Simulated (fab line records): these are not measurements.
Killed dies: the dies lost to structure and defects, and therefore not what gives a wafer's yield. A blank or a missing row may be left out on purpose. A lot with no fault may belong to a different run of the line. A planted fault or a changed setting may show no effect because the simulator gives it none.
Matching of chambers -- flow n5-finfet -- 4 sister chambers for N5_ILD0_CMP_03 on cmp-02
The step polishes, stops on SiNx, t overpolish 1.9 s, target thk 197.38 nm. 8 wafers are shown with their chamber, then 8 later ones without.

## EACH WAFER AND ITS CHAMBER
wafer,chamber,motor-current-A (A),edge-zone-pressure-frac
L568.6,0,13.1,1.006
L573.6,3,13.8,0.990
L574.3,0,13.7,0.998
L574.5,1,11.1,1.000
L575.1,3,13.6,0.995
L575.4,2,11.8,1.001
L575.5,1,10.5,0.998
L576.2,2,12.3,0.999

## WAFERS WITHOUT THEIR CHAMBER
wafer,motor-current-A (A),edge-zone-pressure-frac
L576.4,14.6,0.995
L576.6,13.6,0.999
L579.2,12.4,1.000
L579.4,14.2,1.002
L579.5,12.9,0.994
L585.1,12.7,0.994
L585.4,13.9,1.001
L585.5,10.6,1.001

## EACH ONE'S CHAMBER
wafer,from the rows above,in truth
L576.4,can't be placed: 3 or 0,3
L576.6,can't be placed: 0 or 3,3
L579.2,can't be placed: 2 or 0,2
L579.4,can't be placed: 0 or 3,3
L579.5,can't be placed: 3 or 0 or 2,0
L585.1,can't be placed: 2 or 3 or 0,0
L585.4,can't be placed: 0 or 3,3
L585.5,1,1
1 of 8 placed correctly. Cannot be placed on the basis of these rows: 7; the candidates contain the true chamber in 7. Placed wrongly: 0.
How it was worked out, from the rows above alone: a wafer's distance from a chamber is the root of the sum, over the readings, of the square of ((its reading less the chamber's mean) divided by the reading's scatter). If the next closest chamber is less than 2 further off than the closest, the wafer can't be placed; otherwise it belongs to the closest. A chamber's mean is the mean of its shown wafers. The scatter is the square root of a quotient: the sum, over the shown wafers, of each reading's squared deviation from its chamber's mean, divided by wafers minus chambers.
